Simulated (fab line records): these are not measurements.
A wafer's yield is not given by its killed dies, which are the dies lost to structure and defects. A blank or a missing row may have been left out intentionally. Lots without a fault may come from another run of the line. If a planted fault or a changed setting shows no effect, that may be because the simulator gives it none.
Chamber matching ; flow n5Finfet ; N5_BEOL_M3_STRIP_66 on rieDiel-01 has 4 sister chambers
The step strips in CF4. 16 wafers are shown with their chamber, then 8 later ones without.

WAFERS WITH THEIR CHAMBER
wafer;chamber;showerheadPlenumPTorr (Torr);drypumpMotorCurrentA (A);throttleValvePct (%)
L074.1;2;1.74;5.6;13.29
L074.3;0;1.79;6.0;13.64
L074.6;3;1.74;6.3;13.51
L077.2;0;1.79;6.0;13.65
L077.3;1;1.70;5.7;13.73
L077.6;1;1.70;5.7;13.74
L083.2;3;1.73;6.3;13.55
L083.3;0;1.79;6.0;13.69
L083.5;2;1.74;5.6;13.30
L084.2;0;1.79;6.0;13.67
L084.3;1;1.70;5.7;13.77
L084.5;0;1.79;6.0;13.67
L086.2;3;1.73;6.4;13.56
L086.3;2;1.74;5.6;13.32
L086.6;2;1.74;5.6;13.33
L088.4;3;1.73;6.3;13.56

SIGNATURES (averages over the wafers above)
reading;chamber 0;chamber 1;chamber 2;chamber 3;scatter within a chamber
showerheadPlenumPTorr;1.7900;1.7000;1.7400;1.7325;0.0025
drypumpMotorCurrentA;6.000;5.700;5.600;6.325;0.025
throttleValvePct;13.6640;13.7467;13.3100;13.5450;0.0206
Rule: distance of a wafer from a chamber = root of the sum over the readings of ((wafer's reading minus chamber's mean) / reading's scatter) squared. The wafer belongs to the nearest chamber; if the next one is less than 2 further off, it can't be placed. The scatter is the square root of a quotient: the sum, over the shown wafers, of each reading's squared deviation from its chamber's mean, divided by wafers minus chambers.

WAFERS MISSING THEIR CHAMBER
wafer;showerheadPlenumPTorr (Torr);drypumpMotorCurrentA (A);throttleValvePct (%)
L088.5;1.78;6.0;13.69
L088.6;1.70;5.7;13.78
L093.2;1.78;6.0;13.73
L093.4;1.73;5.6;13.36
L093.5;1.91;5.7;13.22
L097.3;1.91;5.7;13.24
L097.4;1.72;6.3;13.61
L097.5;1.72;6.3;13.61

THE CHAMBER EACH PASSED THROUGH
wafer;from the rows above;in truth
L088.5;0;0
L088.6;1;1
L093.2;0;0
L093.4;2;2
L093.5;0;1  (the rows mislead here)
L097.3;0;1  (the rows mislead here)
L097.4;3;3
L097.5;3;3
Correct placement for 6 of the 8. Left unplaced by these rows: 0. Number placed wrongly: 2.
